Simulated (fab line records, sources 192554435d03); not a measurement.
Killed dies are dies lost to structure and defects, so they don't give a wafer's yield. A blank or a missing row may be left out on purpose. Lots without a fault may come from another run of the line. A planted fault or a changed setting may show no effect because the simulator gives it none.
A struck lot beside a sound one | flow n5_finfet | 36 steps out of a route of 1938
Sound: wafers L863.1, L863.2, L863.6. Struck: wafers L880.3, L880.5. (L880.6 of the same lot was not struck and is left out.) The cause comes at the end.
At each step with rows: each side's tool, then ch and its chambers, then its first start. Under that, the readings that differ: sound wafers | struck wafers | difference of the means | sigmas: that difference in standard deviations of wafers without a fault.
alike: readings whose means differ by less than 2 such deviations, and words and numbers that are the same on both sides. not compared: withheld readings, readings that some wafer has no value for, bounds like >300 that may hide the same value, and numbers for which the record gives no deviation and whose values overlap.
The two part at a step that has a row with sigmas, a row that says differs or no value, or rows on one side only. Numbers that don't overlap but have no deviation are shown without sigmas and don't part them. A reading that every wafer of one side lacks parts them only if that side has two wafers or more.

first, 9 steps without rows for these wafers: N5_BEOL_M4_ANNEAL_95 (time 240 s); N5_BEOL_M4_SPUTTER_96 (material Cu, target thk 4.5 nm, time 8.29 s); N5_BEOL_M4_ECD_50 (material Cu, target thk 300 nm); N5_BEOL_M4_ANNEAL_51 (time 90 s); N5_BEOL_M4_CMP_52 (polishes, stops on SiOC, t overpolish 6.8 s, target thk 40 nm); N5_BEOL_M4_PRE_CLEAN_60 (time 15 s); N5_BEOL_M4_CO_CAP_55 (material Co, precursor CCTBA/H2, target thk 2 nm, time 102.1 s); N5_BEOL_M4_PRE_CLEAN_56 (time 15 s); N5_BEOL_M4_DEP_57 (deposits SiCN from 3MS/NH3, target thk 8 nm, time 14 s).
N5_BEOL_M4_RC_MEAS_101:
  sound on prober-02 ch 0, day 9 02:45; struck on prober-02 ch 0, day 14 21:26
  alike: DIBL_N, DIBL_P, IOFF_N, IOFF_P, ION_N, ION_P, SS_N, SS_P, VT_N, VT_P
then, 24 steps without rows for these wafers: N5_BEOL_M5_ILD_DEP_00 (deposits SiCOH lowk from DEMS/porogen, target thk 140.64 nm, time 25.9 s); N5_BEOL_M5_CURE_79 (cures SiCOH lowk, time 240 s); N5_BEOL_M5_PECVD_70 (deposits SiO2 from TEOS/O2, target thk 16 nm, time 18 s); N5_BEOL_M5_HM_DEP_02 (deposits TiN, target thk 20 nm); N5_BEOL_M5_COAT_59 (time 60 s, resist thk 60 nm); N5_BEOL_M5_COAT_60 (time 60 s, resist thk 12 nm); N5_BEOL_M5_COAT_71 (time 60 s, resist thk 5 nm); N5_BEOL_M5_COAT_05 (resist thk 30 nm); N5_BEOL_M5_EBR_07; N5_BEOL_M5_SOFTBAKE_06 (time 60 s); N5_BEOL_M5_EXPOSE_08 (exposes mask M5, target cd 28 nm); N5_BEOL_M5_PEB_09 (peb time 60 s); N5_BEOL_M5_DEVELOP_10 (develop time 30 s); N5_BEOL_M5_DESCUM_16 (chemistry O2, time 7 s); N5_BEOL_M5_ETCH_72 (etches underlayer in N2/H2, target depth 6.5 nm, time 5.2 s); N5_BEOL_M5_ETCH_61 (etches SiARC in CF4, target depth 15.6 nm, time 26 s); N5_BEOL_M5_ETCH_62 (etches SOC in N2/H2, target depth 75 nm, overetch 15 nm, time 112.5 s); N5_BEOL_M5_STRIP_63 (strips in N2/H2); N5_BEOL_M5_STRIP_73 (strips in N2/H2); N5_BEOL_M5_STRIP_64 (strips in CF4); N5_BEOL_M5_HM_OPEN_17 (chemistry Cl2/BCl3, target TiN, target depth 20 nm, overetch 6 nm); N5_BEOL_M5_STRIP_19 (strips in O2); N5_BEOL_M5_COAT_65 (time 60 s, resist thk 60 nm); N5_BEOL_M5_COAT_66 (time 60 s, resist thk 12 nm).
N5_BEOL_M5_VIA_ETCH_34: etches SiCOH lowk in C4F6/O2, target depth 88.3 nm, time 39.2 s.
  sound on rie_diel-05 ch 1,2,3, day 9 09:10; struck on rie_diel-05 ch 1, day 15 02:28
  reading                                  | sound             | struck      | difference | sigmas
  model.etch.depth_nm (nm)                 | 87.06 87.81 84.15 | 53.71 53.99 | -32.49     |
  model.SOC_of_BEOL_M5_COAT_65.thk_nm (nm) | 55.8 55.8 56      | 57.6 57.6   | +1.7       |
  alike: chamber_pressure_mTorr, drypump_motor_current_A, oes_ar_750_au, oes_product_au, rf_vpp_V, showerhead_plenum_p_Torr, throttle_valve_pct
  not compared: rf_hours_counter_h
-- the record jumps here: 4 days lie between the struck wafers' starts before and after (it left off in module BEOL_M5 and takes up again in module PASSIVATION, whose first step shown is number 1936 of the route) --
N5_PASSIVATION_PROBE_49:
  sound on prober-02, day 14 03:44; struck on prober-02, day 19 03:56
  reading                  | sound          | struck    | difference | sigmas
  defect_limited_yield (%) | 93.0 91.9 92.3 | 0.2 0.1   | -92.2      | -66
  killed_at_M0_to_M3       | 24 33 26       | 37 63     | +22        | +2
  killed_at_M4_up          | 13 15 11       | 1076 1046 | +1048      | +99 or more
  killed_dies              | 83 95 91       | 1178 1179 | +1089      | +64
  killed_on_rim            | 11 13 12       | 152 152   | +140       | +34
  killed_open              | 53 72 62       | 84 107    | +33        | +3
  sort_bin_5_function (%)  | 3.7 4.7 3.2    | 95.8 95.0 | +91.5      | +99 or more
  sort_n_pass              | 1097 1085 1089 | 2 1       | -1089      | -64
  sort_yield_pct (%)       | 93.0 91.9 92.3 | 0.2 0.1   | -92.2      | -66
  alike: killed_at_contacts, killed_at_front_end, killed_at_other, killed_short, sort_bin_6_memory

WHERE THEY PART
Only at N5_PASSIVATION_PROBE_49, within this record.

WHY: what the simulator had put in
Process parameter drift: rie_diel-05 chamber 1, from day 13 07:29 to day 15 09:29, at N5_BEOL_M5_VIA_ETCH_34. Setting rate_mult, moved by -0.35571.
